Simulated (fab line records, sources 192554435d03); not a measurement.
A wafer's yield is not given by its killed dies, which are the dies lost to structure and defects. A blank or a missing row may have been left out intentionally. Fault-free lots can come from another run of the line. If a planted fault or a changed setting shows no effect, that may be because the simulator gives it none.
Chamber matching    flow n5-finfet    ald-sin-02 running N5_ILD0_LINER_00: 4 sister chambers
The step material SiNx, target thk 4 nm, pulse time 1 s, purge time 2 s. 14 wafers are shown with their chamber, then 7 later ones without.

EACH WAFER AND ITS CHAMBER
wafer   chamber  heater-power-w (W)  chamber-pressure-Torr (Torr)  precursor-pulse-height-rel
L083.3  0        823                 1.995                         1.019
L083.4  3        789                 1.999                         0.998
L083.6  1        973                 2.000                         0.998
L084.1  1        935                 1.990                         1.018
L084.4  0        831                 2.000                         0.985
L084.6  3        794                 2.005                         0.999
L085.2  3        793                 2.003                         0.987
L085.3  2        706                 1.997                         0.976
L085.4  1        947                 1.996                         1.003
L086.1  3        765                 2.006                         1.007
L086.2  1        957                 1.998                         0.989
L086.3  0        830                 1.998                         1.006
L087.1  0        825                 2.004                         0.976
L087.4  1        943                 1.997                         0.992

SIGNATURES, as means of the wafers listed above
reading                     chamber 0  chamber 1  chamber 2  chamber 3  scatter within a chamber
heater-power-w              827.25     951.00     706.00     785.25     12.1
chamber-pressure-Torr       1.99925    1.99620    1.99700    2.00325    0.00358
precursor-pulse-height-rel  0.99650    1.00000    0.97600    0.99775    0.0137
Rule: for a wafer and a chamber, the distance is found by dividing, reading by reading, the gap between the wafer's reading and the chamber's mean by the reading's scatter, squaring, summing and taking the root. If the next closest chamber is less than 2 further off than the closest, the wafer can't be placed; otherwise it belongs to the closest. The scatter: take each reading less its chamber's mean, square it, sum over the shown wafers, divide by the number of wafers less the number of chambers, and take the root.

WAFERS WITH NO CHAMBER GIVEN
wafer   heater-power-w (W)  chamber-pressure-Torr (Torr)  precursor-pulse-height-rel
L087.5  710                 2.004                         1.017
L088.1  931                 2.006                         0.973
L088.3  820                 2.000                         0.999
L088.6  949                 2.001                         1.015
L091.2  829                 2.002                         1.009
L091.4  687                 2.007                         1.034
L091.5  989                 2.009                         1.026

CHAMBER TAKEN BY EACH
wafer   from the rows above  in truth
L087.5  2                    2
L088.1  1                    1
L088.3  0                    0
L088.6  1                    1
L091.2  0                    0
L091.4  2                    2
L091.5  1                    1
Placed correctly: 7 of 7. Number that these rows cannot place: 0. Placed wrongly: 0.
